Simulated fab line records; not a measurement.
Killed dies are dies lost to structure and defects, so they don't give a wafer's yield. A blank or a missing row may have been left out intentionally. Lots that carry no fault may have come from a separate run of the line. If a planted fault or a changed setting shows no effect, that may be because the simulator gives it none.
Chamber matching	flow n5_finfet	N5_FIN_CUT_CUT_ETCH_26 on rie_diel-04 has 4 sister chambers
The step etches SiNx in CH3F/O2, target depth 39 nm, time 55.7 s. 8 wafers are shown with their chamber, then 8 later ones without.

## EACH WAFER AND ITS CHAMBER
wafer	chamber	showerhead_plenum_p_Torr (Torr)	drypump_motor_current_A (A)
L077.1	1	2.09	6.0
L077.3	0	1.91	6.3
L077.5	0	1.91	6.3
L082.2	3	2.10	5.9
L088.2	2	2.00	5.4
L088.3	3	2.09	6.0
L088.5	1	2.09	6.1
L091.1	2	2.00	5.4

## WAFERS MISSING THEIR CHAMBER
wafer	showerhead_plenum_p_Torr (Torr)	drypump_motor_current_A (A)
L091.3	2.08	6.0
L091.6	2.09	6.0
L094.2	2.00	5.4
L094.5	2.00	5.4
L094.6	2.09	5.9
L096.4	2.09	5.9
L096.5	1.90	6.3
L096.6	2.08	6.0

## WHICH CHAMBER EACH ONE RAN IN
wafer	from the rows above	in truth
L091.3	can't be placed: 1 or 3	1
L091.6	can't be placed: 1 or 3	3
L094.2	2	2
L094.5	2	2
L094.6	can't be placed: 3 or 1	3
L096.4	can't be placed: 3 or 1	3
L096.5	0	0
L096.6	can't be placed: 1 or 3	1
Placed correctly: 3 of 8. Unplaceable from these rows: 5, with the true chamber sitting among the candidates in 5. Placed wrongly: 0.
How it was worked out, from the rows above alone: a wafer's distance from a chamber is the root of the sum, over the readings, of the square of ((its reading less the chamber's mean) divided by the reading's scatter). If the next closest chamber is less than 2 further off than the closest, the wafer can't be placed; otherwise it belongs to the closest. Each chamber's mean is taken over the wafers shown for it. The scatter is the square root of a quotient: the sum, over the shown wafers, of each reading's squared deviation from its chamber's mean, divided by wafers minus chambers.
